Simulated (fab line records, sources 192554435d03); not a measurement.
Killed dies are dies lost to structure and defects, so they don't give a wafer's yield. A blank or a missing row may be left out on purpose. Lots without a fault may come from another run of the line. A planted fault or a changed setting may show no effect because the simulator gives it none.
fab line records | flow n5_finfet
record lots=10 wafers=29 last_day=17
route steps=1938 shown BEOL_M10@1505 PASSIVATION@1936
lots that met no fault: from a run of the same line without faults
start_h: hours from the record's first day to the start of the lot's first wafer shown | wait_h: hours since the lot's step before | " the same as in the row above | L1.1+2: a row that stands for several wafers | - no value, or no start given | * or withheld: withheld | < > ~ a bound
route shown NAME@n: a module of which the file shows steps, and the number in the route of the first | usual: mean/standard deviation of fault-free wafers | same: alike in all rows | chamber/n: place in a boat | sites: the reading at each site | _std_site: their standard deviation | _edge_site: outer sites' mean less inner sites' | radius_mm: how far each site lies from the wafer's centre | mask NAME#n: copy n | behind: the tool/chamber that last shaped the wafer | hold: why the lot was held/for how many hours/how that ended | device: the transistor (n, p or np) that didn't switch | end of line: the same wafers' tests at the end of the route | a step without rows: its recipe alone | killed: dies lost to structure and defects at the first sort, not the wafer's yield | map: a wafer's dies, x killed, . not, _ none there
set.NAME: the setting as run; set.NAME@STEP: as run at that earlier step | model.NAME: the simulator's own value behind a step, which no gauge read
steps of the route over a sample of lots; a table a step, a row a wafer
services: from which hour (start_h, from the record's first day; less than 0 if before it) a tool's chamber was out of use, for how many hours, and why
## steps
# step N5_BEOL_M10_DESCUM_33
# recipe chemistry=O2 time_s=7.9 source_power_w=50 bias_power_w=20 pressure_mtorr=20 rf_frequency_hz=2.712e+07 temp_c=40 resist=CAR-ArF o2_flow_sccm=225
# usual drypump_motor_current_A=5.5/0.37 oes_product_au=0.81/0.082 rf_vpp_V=243.2/1.7 showerhead_plenum_p_Torr=2.09/0.085 throttle_valve_pct=20.4/0.32
# columns lot.wafer tool chamber start_h wait_h drypump_motor_current_A oes_product_au rf_hours_counter_h rf_vpp_V showerhead_plenum_p_Torr throttle_valve_pct
L790.1 rie_diel-01 1 227.02 0.0 5.2 0.76 171 243.2 2.06 20.4
L790.2 " 2 " " 5.4 0.81 89 244.5 2.16 20.7
L790.5 " 2 " " 5.4 0.81 - 244.2 2.16 20.7
L789.2 rie_diel-04 1 231.53 0.4 5.6 0.99 10 243.3 2.20 20.0
L789.4 " 2 " " 5.7 0.98 0 242.4 2.12 20.4
L789.5 " 0 " " 6.0 0.88 - 243.8 2.13 20.2
L791.3 rie_diel-01 3 231.67 0.3 5.9 0.70 218 245.0 2.19 20.8
L791.5 " 2 " " 5.4 0.80 - 244.1 2.16 20.7
L791.6 " 1 " " 5.2 0.75 - 242.1 2.06 20.4
L796.3 rie_diel-04 1 267.36 0.0 5.6 0.94 24 244.6 2.20 20.1
L796.4 " 2 " " 5.7 0.91 15 245.0 2.12 20.4
L796.6 " 2 " " 5.7 0.91 - 243.1 2.12 20.4
L798.2 rie_diel-04 2 273.06 0.1 5.7 0.90 18 243.4 2.12 20.4
L798.5 " 0 " " 6.0 0.85 - 244.4 2.12 20.2
L798.6 " 1 " " 5.6 0.95 - 246.6 2.20 20.1
L801.1 rie_diel-05 1 299.66 0.2 5.6 0.74 117 242.0 2.02 20.3
L801.2 " 2 " " 5.7 0.73 189 240.4 1.92 21.0
L801.6 " 1 " " 5.6 0.75 - 241.9 2.02 20.3
L805.1 rie_diel-05 3 327.25 0.0 5.0 0.93 8 244.4 2.14 20.1
L805.3 " 0 " " 4.9 0.68 245 242.1 1.95 20.5
L805.5 " 1 " " 5.5 0.74 - 243.2 2.01 20.3
L809.1 rie_diel-01 0 349.36 0.0 6.0 0.84 95 243.1 2.00 20.1
L809.5 " 2 " " 5.4 0.76 - 243.4 2.14 20.7
L809.6 " 0 " " 6.0 0.84 - 244.0 2.00 20.1
L808.2 rie_diel-04 0 349.53 0.0 6.0 0.82 72 244.3 2.11 20.2
L808.3 " 3 " " 5.1 0.81 65 243.6 2.13 20.0
L812.3 rie_diel-04 2 360.92 0.5 5.7 0.85 50 243.4 2.11 20.5
L812.5 " 2 " " 5.7 0.86 - 242.2 2.11 20.5
L812.6 " 3 " " 5.1 0.81 - 244.2 2.13 20.0
# step N5_BEOL_M10_VIA_ETCH_34
# recipe chemistry=C4F6/O2 target=SiCOH_lowk target_depth_a=1845 mask_material=SOC taper_deg=4 time_s=69.2 ion_energy_ev=250 pressure_mtorr=30 source_w=345 bias_w=185 Ar_flow_sccm=300 C4F6_flow_sccm=10 O2_flow_sccm=10
# usual drypump_motor_current_A=5.5/0.37 oes_f_703_au=0.79/0.077 oes_o_777_au=0.80/0.081 oes_product_au=0.81/0.079 rf_fwd_power_W=342.5/1.2 rf_vpp_V=675/24 showerhead_plenum_p_Torr=2.85/0.12 throttle_valve_pct=20.89/0.28
# columns lot.wafer tool chamber start_h wait_h drypump_motor_current_A oes_f_703_au oes_o_777_au oes_product_au rf_fwd_power_W rf_hours_counter_h rf_vpp_V showerhead_plenum_p_Torr throttle_valve_pct
L790.1 rie_diel-01 1 227.23 0.0 5.2 0.70 0.70 0.74 341.7 171 653 2.83 21.00
L790.2 " 2 " " 5.4 0.83 0.87 0.82 344.2 89 700 2.88 20.86
L790.5 " 2 " " 5.4 0.83 0.87 0.82 344.7 - 703 2.88 20.86
L789.2 rie_diel-04 1 231.74 0.0 5.6 0.91 0.90 0.97 342.4 10 666 3.05 20.83
L789.4 " 2 " " 5.7 0.92 0.93 0.96 342.2 0 704 2.94 21.14
L789.5 " 0 " " 6.0 0.83 0.83 0.87 341.9 - 683 2.94 20.85
L791.3 rie_diel-01 3 231.88 0.0 5.9 0.68 0.70 0.69 341.6 218 713 2.93 21.01
L791.5 " 2 " " 5.4 0.84 0.87 0.82 344.0 - 701 2.88 20.86
L791.6 " 1 " " 5.2 0.70 0.70 0.73 343.6 - 654 2.83 21.03
L796.3 rie_diel-04 1 267.56 0.0 5.6 1.13 1.09 0.97 424.5 24 598 3.05 20.87
L796.4 " 2 " " 5.7 1.10 1.08 0.94 426.5 15 633 2.93 21.19
L796.6 " 2 " " 5.7 1.11 1.08 0.94 426.0 - 633 2.93 21.18
L798.2 rie_diel-04 2 273.27 0.0 5.7 1.09 1.07 0.93 426.1 18 631 2.93 21.17
L798.5 " 0 " " 6.1 1.05 1.01 0.89 425.3 - 612 2.93 20.89
L798.6 " 1 " " 5.6 1.11 1.08 0.96 423.9 - 598 3.05 20.88
L801.1 rie_diel-05 1 299.87 0.0 5.6 0.71 0.71 0.74 342.8 117 666 2.76 20.81
L801.2 " 2 " " 5.7 0.77 0.78 0.74 341.9 189 655 2.61 21.38
L801.6 " 1 " " 5.6 0.71 0.71 0.75 343.0 - 665 2.76 20.79
L805.1 rie_diel-05 3 327.46 0.0 5.0 0.96 0.95 0.92 343.8 8 651 2.89 20.51
L805.3 " 0 " " 4.9 0.67 0.65 0.68 340.1 246 649 2.67 21.00
L805.5 " 1 " " 5.6 0.70 0.70 0.73 341.9 - 665 2.76 20.81
L809.1 rie_diel-01 0 349.57 0.0 6.0 0.76 0.74 0.82 344.0 95 718 2.75 20.73
L809.5 " 2 " " 5.4 0.79 0.83 0.78 343.4 - 701 2.86 20.92
L809.6 " 0 " " 6.0 0.75 0.74 0.83 342.0 - 718 2.75 20.73
L808.2 rie_diel-04 0 349.74 0.0 6.0 0.78 0.78 0.82 341.4 72 682 2.92 20.91
L808.3 " 3 " " 5.1 0.87 0.88 0.83 343.2 65 653 2.88 20.40
L812.3 rie_diel-04 2 361.13 0.0 5.7 0.79 0.81 0.85 344.9 50 705 2.92 21.22
L812.5 " 2 " " 5.7 0.79 0.80 0.84 342.5 - 704 2.92 21.21
L812.6 " 3 " " 5.1 0.86 0.88 0.83 341.5 - 651 2.88 20.40
# step N5_BEOL_M10_TRENCH_ETCH_37
# recipe chemistry=C4F6/O2 target_depth_a=1488.3 target=SiCOH_lowk time_s=48 ion_energy_ev=250 pressure_mtorr=30 source_w=345 bias_w=185 Ar_flow_sccm=300 C4F6_flow_sccm=10 O2_flow_sccm=10
# usual drypump_motor_current_A=5.5/0.36 oes_f_703_au=0.79/0.076 oes_o_777_au=0.80/0.081 oes_product_au=0.81/0.078 rf_fwd_power_W=341.9/1.2 rf_vpp_V=675/24 showerhead_plenum_p_Torr=2.85/0.12 throttle_valve_pct=20.91/0.27
# columns lot.wafer tool chamber start_h wait_h drypump_motor_current_A oes_f_703_au oes_o_777_au oes_product_au rf_fwd_power_W rf_hours_counter_h rf_vpp_V showerhead_plenum_p_Torr throttle_valve_pct
L790.1 rie_diel-01 1 - - 5.2 0.70 0.71 0.73 340.9 171 656 2.83 21.03
L790.2 " 2 " " 5.4 0.84 0.87 0.82 342.5 89 701 2.88 20.88
L790.5 " 2 " " 5.4 0.83 0.87 0.82 343.9 - 700 2.88 20.88
L789.2 rie_diel-04 1 - - 5.6 0.90 0.90 0.96 340.3 10 667 3.05 20.86
L789.4 " 2 " " 5.7 0.92 0.92 0.94 343.3 0 706 2.94 21.15
L789.5 " 0 " " 6.0 0.83 0.84 0.87 341.1 - 684 2.94 20.87
L791.3 rie_diel-01 3 - - 5.9 0.67 0.70 0.69 342.4 218 715 2.93 21.05
L791.5 " 2 " " 5.4 0.83 0.87 0.82 342.6 - 701 2.88 20.88
L791.6 " 1 " " 5.2 0.70 0.70 0.72 340.3 - 656 2.82 21.02
L796.3 rie_diel-04 1 - - 5.6 0.88 0.87 0.92 342.8 24 667 3.05 20.89
L796.4 " 2 " " 5.7 0.85 0.86 0.90 342.3 15 705 2.93 21.19
L796.6 " 2 " " 5.7 0.84 0.86 0.90 343.5 - 706 2.93 21.21
L798.2 rie_diel-04 2 - - 5.7 0.84 0.86 0.89 343.4 18 706 2.93 21.19
L798.5 " 0 " " 6.0 0.81 0.82 0.83 339.7 - 683 2.93 20.91
L798.6 " 1 " " 5.6 0.88 0.87 0.92 341.3 - 666 3.04 20.88
L801.1 rie_diel-05 1 - - 5.6 0.71 0.71 0.75 342.0 117 664 2.76 20.82
L801.2 " 2 " " 5.7 0.77 0.78 0.74 341.8 189 655 2.61 21.40
L801.6 " 1 " " 5.6 0.72 0.71 0.75 340.7 - 665 2.76 20.81
L805.1 rie_diel-05 3 - - 5.0 0.96 0.95 0.92 343.0 8 653 2.89 20.53
L805.3 " 0 " " 4.9 0.67 0.65 0.67 339.3 246 650 2.67 21.02
L805.5 " 1 " " 5.5 0.70 0.70 0.72 340.9 - 664 2.76 20.84
L809.1 rie_diel-01 0 - - 6.0 0.75 0.75 0.83 342.0 95 718 2.75 20.76
L809.5 " 2 " " 5.4 0.79 0.83 0.78 344.2 - 700 2.86 20.96
L809.6 " 0 " " 6.0 0.76 0.75 0.82 341.0 - 717 2.75 20.76
L808.2 rie_diel-04 0 - - 6.0 0.78 0.78 0.81 340.1 72 682 2.92 20.93
L808.3 " 3 " " 5.1 0.87 0.88 0.84 341.3 65 654 2.88 20.43
L812.3 rie_diel-04 2 - - 5.7 0.79 0.79 0.85 343.2 50 705 2.92 21.25
L812.5 " 2 " " 5.7 0.79 0.80 0.83 341.9 - 704 2.92 21.24
L812.6 " 3 " " 5.1 0.86 0.88 0.82 341.8 - 653 2.88 20.42
# step N5_BEOL_M10_CD_MEAS_35
# recipe target_cd_nm=70 polarity=opening
# usual cd_nm=69.6/0.94
# columns lot.wafer tool chamber start_h wait_h cd_nm
L790.1 cd_sem-02 - 227.66 0.0 70.8
L790.2 " - " " 69.0
L790.5 " - " " 71.0
L789.2 cd_sem-02 - 232.18 0.0 69.5
L789.4 " - " " 69.1
L789.5 " - " " 69.3
L791.3 cd_sem-02 - 232.35 0.0 69.9
L791.5 " - " " 70.9
L791.6 " - " " 69.4
L796.3 cd_sem-02 - 268.00 0.0 70.9
L796.4 " - " " 69.2
L796.6 " - " " 69.5
L798.2 cd_sem-03 - 273.71 0.0 69.2
L798.5 " - " " 70.4
L798.6 " - " " 69.7
L801.1 cd_sem-01 - 300.32 0.0 70.2
L801.2 " - " " 71.1
L801.6 " - " " 69.7
L805.1 cd_sem-03 - 327.91 0.0 69.4
L805.3 " - " " 69.9
L805.5 " - " " 69.4
L809.1 cd_sem-03 - 350.01 0.0 69.8
L809.5 " - " " 69.8
L809.6 " - " " 68.7
L808.2 cd_sem-01 - 350.18 0.0 68.3
L808.3 " - " " 69.7
L812.3 cd_sem-03 - 361.67 0.0 68.2
L812.5 " - " " 68.4
L812.6 " - " " 69.3
# step N5_PASSIVATION_PROBE_49
# usual defect_limited_yield=91.1/1.6 killed_at_M0_to_M3=35/11 killed_at_M4_up=13/5.4 killed_at_contacts=13/6.5 killed_at_front_end=40/14 killed_at_other=4/3.1 killed_dies=105/18 killed_open=69/14 killed_short=34/7.3 sort_bin_5_function=5.2/0.96 sort_bin_6_memory=3.4/0.77 sort_bin_8_speed=0.02/0.13 sort_n_pass=1075/19
# same gross_dies=1180 killed_at_back_side=0 sort_bin_4_leakage[%]=0
# columns lot.wafer tool chamber start_h wait_h defect_limited_yield[%] killed_at_M0_to_M3 killed_at_M4_up killed_at_contacts killed_at_front_end killed_at_other killed_dies killed_open killed_short sort_bin_5_function[%] sort_bin_6_memory[%] sort_bin_8_speed[%] sort_n_pass
L798.2 prober-02 - 327.65 0.1 93.4 19 14 9 34 2 78 52 26 4.2 2.1 0 1102
L798.5 prober-02 - 327.80 0.2 92.6 24 9 8 42 4 87 50 37 4.7 2.4 0 1093
L798.6 prober-02 - 327.85 0.3 92.5 26 7 23 31 1 88 59 29 4.7 2.5 0 1092
# killed by level:class
L798.2 MOL_CONTACT_COAG:geometric_particle:open=7 FIN_SAQP:geometric_particle:short=5 STI_FIN_REVEAL:geometric_particle:open=5 DUMMY_GATE:geometric_particle:open=5 BEOL_M2:geometric_particle:open=4 FIN_SAQP:geometric_particle:open=3 GATE_CUT:geometric_particle:short=3 GATE_CUT:geometric_particle:open=3
L798.5 BEOL_M0_SAQP:geometric_particle:short=9 FIN_SAQP:geometric_particle:short=8 GATE_CUT:geometric_particle:short=7 FIN_SAQP:geometric_particle:open=6 STI_FIN_REVEAL:geometric_particle:open=6 MOL_CONTACT_COAG:geometric_particle:open=6 BEOL_M4:geometric_particle:open=6 BEOL_M3:geometric_particle:open=5
L798.6 MOL_CONTACT_COAG:geometric_particle:open=18 STI_FIN_REVEAL:geometric_particle:open=13 BEOL_M1:geometric_particle:open=6 MOL_CONTACT_COAG:geometric_particle:short=5 FIN_SAQP:geometric_particle:short=4 STI_FIN_REVEAL:geometric_particle:short=4 BEOL_M0_SAQP:geometric_particle:short=4 BEOL_M2:geometric_particle:open=4
## services
# columns tool chamber start_h hours kind
rie_diel-04 2 211.62 - clean
rie_diel-04 2 211.62 - consumable_replace:focus_ring
rie_diel-04 2 211.62 19.5 scheduled_down
rie_diel-04 2 211.62 19.5 vent_cycle
rie_diel-05 0 245.48 11.8 repair
rie_diel-01 - 259.93 15.6 pm
rie_diel-05 3 266.21 - clean
rie_diel-05 3 266.21 - consumable_replace:focus_ring
rie_diel-05 3 266.21 19.3 scheduled_down
rie_diel-05 3 266.21 19.3 vent_cycle
rie_diel-01 1 286.84 1.3 repair
rie_diel-05 3 295.88 15.1 repair
rie_diel-01 0 311.92 8.4 repair
rie_diel-05 0 314.81 2.2 repair
rie_diel-01 3 337.19 - clean
rie_diel-01 3 337.19 - consumable_replace:focus_ring
rie_diel-01 3 337.19 15.0 scheduled_down
rie_diel-01 3 337.19 15.0 vent_cycle
rie_diel-05 0 342.27 - clean
rie_diel-05 0 342.27 - consumable_replace:focus_ring
rie_diel-05 0 342.27 - consumable_replace:showerhead
rie_diel-05 0 342.27 16.1 scheduled_down
rie_diel-05 0 342.27 16.1 vent_cycle
## key
first_sign step=N5_BEOL_M10_VIA_ETCH_34 reading=rf_fwd_power_W direction=up sigmas=69 usual=* struck=*
effect step=N5_BEOL_M10_VIA_ETCH_34 reading=oes_f_703_au direction=up sigmas=4 usual=0.79 struck=1.10
met_at N5_BEOL_M10_VIA_ETCH_34
struck_lots L796,L798
not_acting_at N5_BEOL_M10_DESCUM_33,N5_BEOL_M10_TRENCH_ETCH_37,N5_BEOL_M10_CD_MEAS_35
onset_between 231.74 267.56
fault kind=process_parameter_drift tool=rie_diel-04 chamber=- onset_h=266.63 steps=N5_BEOL_M10_VIA_ETCH_34 channel=source_w offset=82.8 shape=step end_h=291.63 acts_in=these_recipes_only stated=345
